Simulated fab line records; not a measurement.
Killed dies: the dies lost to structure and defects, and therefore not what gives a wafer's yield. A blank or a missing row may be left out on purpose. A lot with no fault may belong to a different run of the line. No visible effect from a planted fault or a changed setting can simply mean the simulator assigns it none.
fab line records | flow nand-harc
record: lots: 12 | wafers: 36 | last-day: 33
route steps=1302 shown A_CHANNEL_HOLE_D1@475 END@1302
lots untouched by any fault: they come from a run of this same line in which no faults occurred
start-h: the number of hours between the record's first day and the start of the first shown wafer of the lot | wait-h: time in hours since the lot's previous step | " the same as in the row above | L1.1+2: a single row standing in for several wafers | - no value, or no start given | * or withheld: withheld | < > ~ a bound
route shown NAME@n: a module of which the file shows steps, and the number in the route of the first | usual: the fault-free wafers' mean and standard deviation | same: alike in all rows | chamber/n: place in a boat | sites: each site's reading | _std_site: how widely they spread, as a standard deviation | _edge_site: mean of outer sites minus mean of inner sites | radius-mm: how far each site lies from the wafer's centre | mask NAME#n: copy n | behind: the tool/chamber that last shaped the wafer | hold: cause of the lot's hold/its duration in hours/its outcome | device: the n, p or np transistor that did not switch | end of line: tests of these same wafers at the route's end | for a step that has no rows: nothing shown but its recipe | killed: at the first sort, the dies lost to defects and structure; wafer yield is something else | map: shows each die of a wafer: x if killed, . if not, _ if none is there
set.NAME: the setting the step ran with; set.NAME@STEP: the setting that earlier step ran with | model.NAME: the simulator's own value behind a step, which no gauge read
steps of the route over a sample of lots; a table a step, a row a wafer
services: when a tool's chamber went out of use (start-h, in hours from the record's first day, below 0 if earlier), for how many hours, and the reason
== steps ==
step: NHARC_A_CHANNEL_HOLE_D1_ETCH_23
recipe: bias-v: 5000 | source-w: withheld | pressure-mtorr: 20 | time-s: 819 | ar-flow-sccm: 375 | c4f8-flow-sccm: 89.3 | o2-flow-sccm: 35.7 | temp-c: -20 | target-depth-a: 16000 | chemistry: C4F8/O2/Ar
usual: drypump-motor-current-A: 5.8/0.35 | showerhead-plenum-p-Torr: 3.69/0.069 | throttle-valve-pct: 32.154/0.0083
lot.wafer | tool        | chamber | start-h | wait-h | drypump-motor-current-A | rf-hours-counter-h | showerhead-plenum-p-Torr | throttle-valve-pct
L572.1    | har-etch-02 | 0       | 187.16  | 0.5    | 5.7                     | 284                | 3.61                     | 32.153
L572.3    | "           | 1       | "       | "      | 5.4                     | -                  | 3.77                     | 32.137
L572.4    | "           | 0       | "       | "      | 5.7                     | -                  | 3.61                     | 32.153
L574.2    | har-etch-01 | 0       | 210.48  | 0.5    | 5.7                     | 100                | 3.72                     | 32.142
L574.3    | "           | 1       | "       | "      | 6.3                     | -                  | 3.72                     | 32.151
L574.5    | "           | 1       | "       | "      | 6.4                     | -                  | 3.72                     | 32.148
L575.2    | har-etch-01 | 1       | 215.88  | 0.5    | 6.4                     | 104                | 3.72                     | 32.162
L575.6    | "           | 1       | "       | "      | 6.3                     | -                  | 3.72                     | 32.140
L575.5    | "           | 0       | "       | "      | 5.7                     | -                  | 3.72                     | 32.146
L577.1    | har-etch-02 | 1       | 231.12  | 0.5    | 5.4                     | 300                | 3.76                     | 32.151
L577.5    | "           | 1       | "       | "      | 5.4                     | -                  | 3.76                     | 32.170
L577.6    | "           | 0       | "       | "      | 5.7                     | -                  | 3.59                     | 32.153
L576.2    | har-etch-02 | 1       | 242.95  | 0.5    | 5.4                     | 307                | 3.76                     | 32.145
L576.3    | "           | 0       | "       | "      | 5.7                     | -                  | 3.59                     | 32.145
L576.6    | "           | 1       | "       | "      | 5.4                     | -                  | 3.76                     | 32.158
L580.1    | har-etch-02 | 1       | 262.03  | 0.5    | 5.4                     | 311                | 3.76                     | 32.153
L580.3    | "           | 1       | "       | "      | 5.4                     | -                  | 3.76                     | 32.148
L580.6    | "           | 0       | "       | "      | 5.7                     | -                  | 3.59                     | 32.155
L581.1    | har-etch-02 | 0       | 282.64  | 0.5    | 5.7                     | 331                | 3.58                     | 32.155
L581.5    | "           | 1       | "       | "      | 5.4                     | -                  | 3.76                     | 32.148
L581.6    | "           | 0       | "       | "      | 5.7                     | -                  | 3.59                     | 32.156
L583.1    | har-etch-02 | 1       | 293.74  | 0.5    | 5.4                     | 319                | 3.75                     | 32.139
L583.4    | "           | 1       | "       | "      | 5.4                     | -                  | 3.75                     | 32.149
L583.6    | "           | 1       | "       | "      | 5.4                     | -                  | 3.75                     | 32.147
L586.3    | har-etch-02 | 1       | 333.80  | 0.5    | 5.4                     | -                  | 3.73                     | 32.149
L586.4    | "           | 0       | "       | "      | 5.7                     | -                  | 3.56                     | 32.170
L586.6    | "           | 0       | "       | "      | 5.7                     | -                  | 3.56                     | 32.145
L588.1    | har-etch-02 | 1       | 337.73  | 0.5    | 5.4                     | 360                | 3.73                     | 32.159
L588.6    | "           | 1       | "       | "      | 5.4                     | -                  | 3.73                     | 32.148
L588.5    | "           | 0       | "       | "      | 5.7                     | -                  | 3.56                     | 32.139
L594.1    | har-etch-01 | 0       | 409.93  | 0.5    | 5.7                     | 215                | 3.66                     | 32.159
L594.2    | "           | 1       | "       | "      | 6.4                     | 215                | 3.66                     | 32.153
L594.4    | "           | 1       | "       | "      | 6.4                     | -                  | 3.66                     | 32.150
L595.2    | har-etch-01 | 1       | 414.08  | 0.5    | 6.3                     | 219                | 3.66                     | 32.150
L595.4    | "           | 0       | "       | "      | 5.7                     | -                  | 3.66                     | 32.157
L595.6    | "           | 1       | "       | "      | 6.4                     | -                  | 3.66                     | 32.154
step: NHARC_A_CHANNEL_HOLE_D1_ETCH_26
recipe: bias-v: 300 | source-w: 2000 | pressure-mtorr: 30 | time-s: 224.1 | ar-flow-sccm: 375 | c4f8-flow-sccm: 11.4 | o2-flow-sccm: 113.6 | temp-c: -20 | target-depth-a: 3000 | chemistry: C4F8/O2/Ar
usual: drypump-motor-current-A: 5.8/0.35 | showerhead-plenum-p-Torr: 3.73/0.073 | throttle-valve-pct: 24.584/0.009
lot.wafer | tool        | chamber | start-h | wait-h | drypump-motor-current-A | rf-hours-counter-h | showerhead-plenum-p-Torr | throttle-valve-pct
L572.1    | har-etch-02 | 0       | 189.40  | 0.6    | 5.7                     | 286                | 3.65                     | 24.584
L572.3    | "           | 1       | "       | "      | 5.4                     | -                  | 3.82                     | 24.580
L572.4    | "           | 0       | "       | "      | 5.7                     | -                  | 3.65                     | 24.581
L574.2    | har-etch-01 | 0       | 212.83  | 0.7    | 5.7                     | 103                | 3.77                     | 24.573
L574.3    | "           | 1       | "       | "      | 6.3                     | -                  | 3.77                     | 24.583
L574.5    | "           | 1       | "       | "      | 6.4                     | -                  | 3.77                     | 24.576
L575.2    | har-etch-01 | 1       | 218.23  | 0.7    | 6.3                     | 106                | 3.77                     | 24.582
L575.6    | "           | 1       | "       | "      | 6.3                     | -                  | 3.76                     | 24.586
L575.5    | "           | 0       | "       | "      | 5.7                     | -                  | 3.77                     | 24.584
L577.1    | har-etch-02 | 1       | 233.45  | 0.7    | 5.4                     | 302                | 3.81                     | 24.568
L577.5    | "           | 1       | "       | "      | 5.4                     | -                  | 3.81                     | 24.585
L577.6    | "           | 0       | "       | "      | 5.7                     | -                  | 3.63                     | 24.590
L576.2    | har-etch-02 | 1       | 245.20  | 0.6    | 5.4                     | 309                | 3.81                     | 24.581
L576.3    | "           | 0       | "       | "      | 5.7                     | -                  | 3.63                     | 24.582
L576.6    | "           | 1       | "       | "      | 5.4                     | -                  | 3.81                     | 24.585
L580.1    | har-etch-02 | 1       | 264.28  | 0.6    | 5.4                     | 313                | 3.81                     | 24.580
L580.3    | "           | 1       | "       | "      | 5.4                     | -                  | 3.81                     | 24.581
L580.6    | "           | 0       | "       | "      | 5.7                     | -                  | 3.63                     | 24.577
L581.1    | har-etch-02 | 0       | 284.91  | 0.6    | 5.7                     | 333                | 3.62                     | 24.572
L581.5    | "           | 1       | "       | "      | 5.4                     | -                  | 3.80                     | 24.574
L581.6    | "           | 0       | "       | "      | 5.7                     | -                  | 3.62                     | 24.582
L583.1    | har-etch-02 | 1       | 296.01  | 0.6    | 5.4                     | 321                | 3.80                     | 24.597
L583.4    | "           | 1       | "       | "      | 5.4                     | -                  | 3.80                     | 24.570
L583.6    | "           | 1       | "       | "      | 5.4                     | -                  | 3.80                     | 24.577
L586.3    | har-etch-02 | 1       | 335.98  | 0.5    | 5.4                     | -                  | 3.78                     | 24.600
L586.4    | "           | 0       | "       | "      | 5.7                     | -                  | 3.60                     | 24.568
L586.6    | "           | 0       | "       | "      | 5.7                     | -                  | 3.60                     | 24.585
L588.1    | har-etch-02 | 1       | 340.08  | 0.7    | 5.4                     | 363                | 3.78                     | 24.580
L588.6    | "           | 1       | "       | "      | 5.4                     | -                  | 3.78                     | 24.578
L588.5    | "           | 0       | "       | "      | 5.7                     | -                  | 3.60                     | 24.591
L594.1    | har-etch-01 | 0       | 412.25  | 0.7    | 5.7                     | 218                | 3.70                     | 24.593
L594.2    | "           | 1       | "       | "      | 6.4                     | 218                | 3.70                     | 24.586
L594.4    | "           | 1       | "       | "      | 6.3                     | -                  | 3.70                     | 24.590
L595.2    | har-etch-01 | 1       | 416.45  | 0.7    | 6.3                     | 222                | 3.70                     | 24.580
L595.4    | "           | 0       | "       | "      | 5.7                     | -                  | 3.70                     | 24.586
L595.6    | "           | 1       | "       | "      | 6.3                     | -                  | 3.70                     | 24.579
step: NHARC_A_CHANNEL_HOLE_D1_ETCH_33
recipe: bias-v: 400 | source-w: 2000 | pressure-mtorr: 25 | time-s: 90 | ar-flow-sccm: 375 | c4f8-flow-sccm: 41.7 | o2-flow-sccm: 83.3 | temp-c: -20 | target-depth-a: 4000 | chemistry: C4F8/O2/Ar
usual: drypump-motor-current-A: 5.8/0.35 | showerhead-plenum-p-Torr: 3.72/0.071 | throttle-valve-pct: 27.620/0.01
lot.wafer | tool        | chamber | start-h | wait-h | drypump-motor-current-A | rf-hours-counter-h | showerhead-plenum-p-Torr | throttle-valve-pct
L572.1    | har-etch-02 | 0       | 189.60  | 0.2    | 5.7                     | 287                | 3.65                     | 27.632
L572.3    | "           | 1       | "       | "      | 5.4                     | -                  | 3.81                     | 27.629
L572.4    | "           | 0       | "       | "      | 5.7                     | -                  | 3.65                     | 27.632
L574.2    | har-etch-01 | 0       | 213.03  | 0.2    | 5.7                     | 103                | 3.76                     | 27.620
L574.3    | "           | 1       | "       | "      | 6.3                     | -                  | 3.76                     | 27.612
L574.5    | "           | 1       | "       | "      | 6.3                     | -                  | 3.76                     | 27.620
L575.2    | har-etch-01 | 1       | 218.43  | 0.2    | 6.3                     | 107                | 3.76                     | 27.629
L575.6    | "           | 1       | "       | "      | 6.3                     | -                  | 3.76                     | 27.635
L575.5    | "           | 0       | "       | "      | 5.7                     | -                  | 3.76                     | 27.631
L577.1    | har-etch-02 | 1       | 233.65  | 0.2    | 5.4                     | 302                | 3.81                     | 27.608
L577.5    | "           | 1       | "       | "      | 5.4                     | -                  | 3.81                     | 27.612
L577.6    | "           | 0       | "       | "      | 5.7                     | -                  | 3.63                     | 27.635
L576.2    | har-etch-02 | 1       | 245.40  | 0.2    | 5.4                     | 310                | 3.80                     | 27.614
L576.3    | "           | 0       | "       | "      | 5.7                     | -                  | 3.62                     | 27.627
L576.6    | "           | 1       | "       | "      | 5.4                     | -                  | 3.80                     | 27.609
L580.1    | har-etch-02 | 1       | 264.48  | 0.2    | 5.4                     | 313                | 3.80                     | 27.607
L580.3    | "           | 1       | "       | "      | 5.4                     | -                  | 3.80                     | 27.616
L580.6    | "           | 0       | "       | "      | 5.7                     | -                  | 3.62                     | 27.610
L581.1    | har-etch-02 | 0       | 285.10  | 0.2    | 5.7                     | 333                | 3.62                     | 27.619
L581.5    | "           | 1       | "       | "      | 5.4                     | -                  | 3.80                     | 27.602
L581.6    | "           | 0       | "       | "      | 5.7                     | -                  | 3.62                     | 27.629
L583.1    | har-etch-02 | 1       | 296.20  | 0.2    | 5.4                     | 321                | 3.79                     | 27.620
L583.4    | "           | 1       | "       | "      | 5.4                     | -                  | 3.79                     | 27.620
L583.6    | "           | 1       | "       | "      | 5.4                     | -                  | 3.79                     | 27.617
L586.3    | har-etch-02 | 1       | 336.18  | 0.2    | 5.4                     | -                  | 3.77                     | 27.628
L586.4    | "           | 0       | "       | "      | 5.7                     | -                  | 3.60                     | 27.615
L586.6    | "           | 0       | "       | "      | 5.7                     | -                  | 3.60                     | 27.608
L588.1    | har-etch-02 | 1       | 340.28  | 0.2    | 5.4                     | 363                | 3.77                     | 27.620
L588.6    | "           | 1       | "       | "      | 5.4                     | -                  | 3.77                     | 27.634
L588.5    | "           | 0       | "       | "      | 5.7                     | -                  | 3.60                     | 27.617
L594.1    | har-etch-01 | 0       | 412.45  | 0.2    | 5.7                     | 218                | 3.70                     | 27.621
L594.2    | "           | 1       | "       | "      | 6.3                     | 218                | 3.70                     | 27.609
L594.4    | "           | 1       | "       | "      | 6.3                     | -                  | 3.70                     | 27.609
L595.2    | har-etch-01 | 1       | 416.65  | 0.2    | 6.3                     | 222                | 3.69                     | 27.631
L595.4    | "           | 0       | "       | "      | 5.7                     | -                  | 3.69                     | 27.614
L595.6    | "           | 1       | "       | "      | 6.4                     | -                  | 3.69                     | 27.623
step: NHARC_A_CHANNEL_HOLE_D1_PRECLEAN_28
recipe: time-s: * | temp-c: 50 | bath-age-min: 0 | chemistry: SC1
usual: nh4oh-flow-mL-min: 28.31/0.091
lot.wafer | tool         | chamber | start-h | wait-h | nh4oh-flow-mL-min
L572.1    | wet-bench-02 | 2       | 191.04  | -      | 28.08
L572.3    | "            | 4       | "       | "      | 28.39
L572.4    | "            | 6       | "       | "      | 28.24
L574.2    | wet-bench-01 | 5       | 214.82  | -      | 28.16
L574.3    | "            | 6       | "       | "      | 28.27
L574.5    | "            | 0       | "       | "      | 28.28
L575.5    | wet-bench-01 | 1       | 219.83  | -      | 28.35
L575.6    | "            | 4       | "       | "      | 28.42
L575.2    | "            | 6       | "       | "      | 28.18
L577.6    | wet-bench-02 | 5       | 235.21  | -      | 28.52
L577.1    | "            | 0       | "       | "      | 28.27
L577.5    | "            | 1       | "       | "      | 28.34
L576.6    | wet-bench-01 | 4       | 246.78  | -      | 28.30
L576.2    | "            | 5       | "       | "      | 28.31
L576.3    | "            | 0       | "       | "      | 28.30
L580.3    | wet-bench-01 | 4       | 265.86  | -      | 28.21
L580.6    | "            | 5       | "       | "      | 28.15
L580.1    | "            | 6       | "       | "      | 28.24
L581.1    | wet-bench-02 | 1       | 286.47  | -      | 28.26
L581.6    | "            | 5       | "       | "      | 28.32
L581.5    | "            | 6       | "       | "      | 28.35
L583.6    | wet-bench-02 | 5       | 297.58  | -      | 28.29
L583.1    | "            | 7       | "       | "      | 28.36
L583.4    | "            | 0       | "       | "      | 28.27
L586.4    | wet-bench-02 | 2       | 337.59  | -      | 28.41
L586.3    | "            | 3       | "       | "      | 28.38
L586.6    | "            | 5       | "       | "      | 28.35
L588.6    | wet-bench-02 | 2       | 341.69  | -      | 28.37
L588.1    | "            | 3       | "       | "      | 28.37
L588.5    | "            | 4       | "       | "      | 28.33
L594.4    | wet-bench-01 | 4       | 413.85  | -      | 28.39
L594.1    | "            | 6       | "       | "      | 28.25
L594.2    | "            | 0       | "       | "      | 28.26
L595.4    | wet-bench-01 | 1       | 418.06  | -      | 28.35
L595.2    | "            | 2       | "       | "      | 28.29
L595.6    | "            | 5       | "       | "      | 28.40
step: NHARC_A_CHANNEL_HOLE_D1_INSPECT_40
usual: raw-defect-count: 73/28
lot.wafer | tool              | chamber | start-h | wait-h | raw-defect-count
L572.1    | defect-inspect-02 | -       | 191.36  | -      | 75
L572.3    | "                 | -       | "       | "      | 105
L572.4    | "                 | -       | "       | "      | 71
L574.2    | defect-inspect-02 | -       | 215.13  | -      | 67
L574.3    | "                 | -       | "       | "      | 30
L574.5    | "                 | -       | "       | "      | 34
L575.2    | defect-inspect-02 | -       | 220.16  | -      | 47
L575.5    | "                 | -       | "       | "      | 40
L575.6    | "                 | -       | "       | "      | 73
L577.1    | defect-inspect-02 | -       | 235.53  | -      | 100
L577.5    | "                 | -       | "       | "      | 92
L577.6    | "                 | -       | "       | "      | 77
L576.2    | defect-inspect-02 | -       | 247.12  | -      | 109
L576.3    | "                 | -       | "       | "      | 140
L576.6    | "                 | -       | "       | "      | 113
L580.1    | defect-inspect-01 | -       | 266.18  | -      | 118
L580.3    | "                 | -       | "       | "      | 82
L580.6    | "                 | -       | "       | "      | 126
L581.1    | defect-inspect-02 | -       | 286.80  | -      | 120
L581.5    | "                 | -       | "       | "      | 123
L581.6    | "                 | -       | "       | "      | 108
L583.1    | defect-inspect-02 | -       | 297.90  | -      | 84
L583.4    | "                 | -       | "       | "      | 85
L583.6    | "                 | -       | "       | "      | 95
L586.3    | defect-inspect-02 | -       | 337.91  | -      | 81
L586.4    | "                 | -       | "       | "      | 885
L586.6    | "                 | -       | "       | "      | 71
L588.1    | defect-inspect-02 | -       | 342.01  | -      | 109
L588.5    | "                 | -       | "       | "      | 72
L588.6    | "                 | -       | "       | "      | 869
L594.1    | defect-inspect-02 | -       | 414.18  | -      | 57
L594.2    | "                 | -       | "       | "      | 74
L594.4    | "                 | -       | "       | "      | 52
L595.2    | defect-inspect-02 | -       | 418.39  | -      | 67
L595.4    | "                 | -       | "       | "      | 74
L595.6    | "                 | -       | "       | "      | 61
step: NHARC_END_SORT_01
recipe: temp-c: 25
usual: killed-at-array: 49/18 | killed-at-other: 0.8/1 | killed-at-periphery: 4.2/2.8 | killed-dies: 54/18 | killed-open: 3.0/1.7 | killed-short: 2.5/1.6
same: gross-dies: 677
lot.wafer | tool      | chamber | start-h | wait-h | killed-at-array | killed-at-other | killed-at-periphery | killed-dies | killed-open | killed-short
L586.3    | prober-01 | 0       | 713.23  | 3.1    | 74              | 0               | 4                   | 78          | 3           | 2
L586.4    | prober-01 | 0       | 714.04  | 3.4    | 111             | 1               | 2                   | 114         | 2           | 3
L586.6    | prober-01 | 0       | 715.65  | 4.0    | 75              | 2               | 4                   | 81          | 8           | 1
L588.1    | prober-01 | 0       | 739.86  | 2.5    | 85              | 0               | 4                   | 89          | 3           | 3
L588.5    | prober-01 | 0       | 743.06  | 3.7    | 60              | 0               | 4                   | 64          | 3           | 0
L588.6    | prober-01 | 0       | 743.86  | 4.0    | 116             | 0               | 9                   | 125         | 4           | 2
killed by level:class
L586.3 A_CHANNEL_HOLE_D1:chamber-film-flake=31 A_SLIT:chamber-film-flake=17 A_STAIRCASE:chamber-film-flake=10 A_CHANNEL_HOLE_D2:chamber-film-flake=9 A_CONTACT:chamber-film-flake=3 P_GATE:geometric-particle:open=1 A_CHANNEL_HOLE_D1:geometric-particle:short=1 A_WL_FILL:geometric-particle:short=1
L586.4 A_CHANNEL_HOLE_D1:unspecified=36 A_SLIT:chamber-film-flake=35 A_CHANNEL_HOLE_D1:chamber-film-flake=19 A_CHANNEL_HOLE_D2:chamber-film-flake=9 A_CHANNEL_FILL_D2:chamber-film-flake=3 A_STAIRCASE:chamber-film-flake=2 P_M0:geometric-particle:short=1 A_CHANNEL_HOLE_D1:geometric-particle:open=1
L586.6 A_SLIT:chamber-film-flake=32 A_CHANNEL_HOLE_D1:chamber-film-flake=15 A_CHANNEL_HOLE_D2:chamber-film-flake=11 A_CONTACT:chamber-film-flake=4 A_STAIRCASE:chamber-film-flake=4 A_M0:geometric-particle:open=2 THIN_TSV:chamber-film-flake=2 P_M0:geometric-particle:open=1
L588.1 A_CHANNEL_HOLE_D1:chamber-film-flake=37 A_CHANNEL_HOLE_D2:chamber-film-flake=28 A_CONTACT:chamber-film-flake=7 A_SLIT:chamber-film-flake=6 P_M0:geometric-particle:open=2 A_WL_FILL:geometric-particle:short=2 A_DECK1_JOINT:chamber-film-flake=2 A_CHANNEL_HOLE_D1:geometric-particle:short=1
L588.5 A_CHANNEL_HOLE_D1:chamber-film-flake=19 A_CHANNEL_HOLE_D2:chamber-film-flake=15 A_SLIT:chamber-film-flake=7 A_CONTACT:chamber-film-flake=7 A_STAIRCASE:chamber-film-flake=6 P_CONTACT:chamber-film-flake=2 A_BLC:chamber-film-flake=2 A_BONDPAD:chamber-film-flake=2
L588.6 A_CHANNEL_HOLE_D1:chamber-film-flake=40 A_CHANNEL_HOLE_D1:unspecified=37 A_CHANNEL_HOLE_D2:chamber-film-flake=23 P_M1:chamber-film-flake=4 A_STAIRCASE:chamber-film-flake=4 A_CONTACT:chamber-film-flake=4 A_SLIT:chamber-film-flake=2 P_CONTACT:chamber-film-flake=2
== services ==
tool         | chamber | start-h | hours | kind
har-etch-02  | 1       | 201.94  | -     | consumable-replace:focus-ring
har-etch-02  | 1       | 201.94  | 17.0  | scheduled-down
har-etch-02  | 1       | 201.94  | 17.0  | vent-cycle
wet-bench-02 | -       | 244.00  | 8.0   | pm
wet-bench-02 | 0       | 252.00  | -     | consumable-replace:bath
wet-bench-02 | 0       | 252.00  | -     | consumable-replace:filter
wet-bench-02 | 1       | 252.00  | -     | consumable-replace:bath
wet-bench-02 | 1       | 252.00  | -     | consumable-replace:filter
wet-bench-02 | 2       | 252.00  | -     | consumable-replace:bath
wet-bench-02 | 2       | 252.00  | -     | consumable-replace:filter
wet-bench-02 | 3       | 252.00  | -     | consumable-replace:bath
wet-bench-02 | 3       | 252.00  | -     | consumable-replace:filter
wet-bench-02 | 4       | 252.00  | -     | consumable-replace:bath
wet-bench-02 | 4       | 252.00  | -     | consumable-replace:filter
wet-bench-02 | 5       | 252.00  | -     | consumable-replace:bath
wet-bench-01 | -       | 277.61  | 8.0   | pm
har-etch-02  | -       | 378.39  | 17.0  | pm
har-etch-02  | 0       | 378.39  | 17.0  | vent-cycle
har-etch-02  | 1       | 378.39  | 17.0  | vent-cycle
har-etch-02  | 0       | 395.39  | -     | clean
har-etch-02  | 0       | 395.39  | -     | consumable-replace:focus-ring
har-etch-02  | 0       | 395.39  | -     | consumable-replace:showerhead
har-etch-02  | 1       | 395.39  | -     | clean
har-etch-02  | 1       | 395.39  | -     | consumable-replace:esc
== key ==
first-sign: step: NHARC_A_CHANNEL_HOLE_D1_INSPECT_40 | reading: raw-defect-count | direction: up | sigmas: 29 | usual: 73 | struck: 877
more-kills-born-at: NHARC_A_CHANNEL_HOLE_D1_PRECLEAN_28@wet-bench-02: 73
met-at NHARC_A_CHANNEL_HOLE_D1_PRECLEAN_28
struck-lots L586,L588
struck-wafers L586.4,L588.6
tester-left-out L586,L588
not-acting-at NHARC_A_CHANNEL_HOLE_D1_ETCH_23,NHARC_A_CHANNEL_HOLE_D1_ETCH_26,NHARC_A_CHANNEL_HOLE_D1_ETCH_33
onset-between 191.04 337.59
fault: kind: chamber-particle-source | tool: wet-bench-02 | chamber: 2 | onset-h: 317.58 | steps: NHARC_A_CHANNEL_HOLE_D1_PRECLEAN_28 | rate-per-visit-cm2: 1.2395 | end-h: 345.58
tester-left-out: of these lots the tester's yield and bins aren't shown, on N5 and GAA mostly nor the transistor test; their killed dies are dies lost to structure and defects alone, not to doping, threshold or leakage, so they don't give the yield
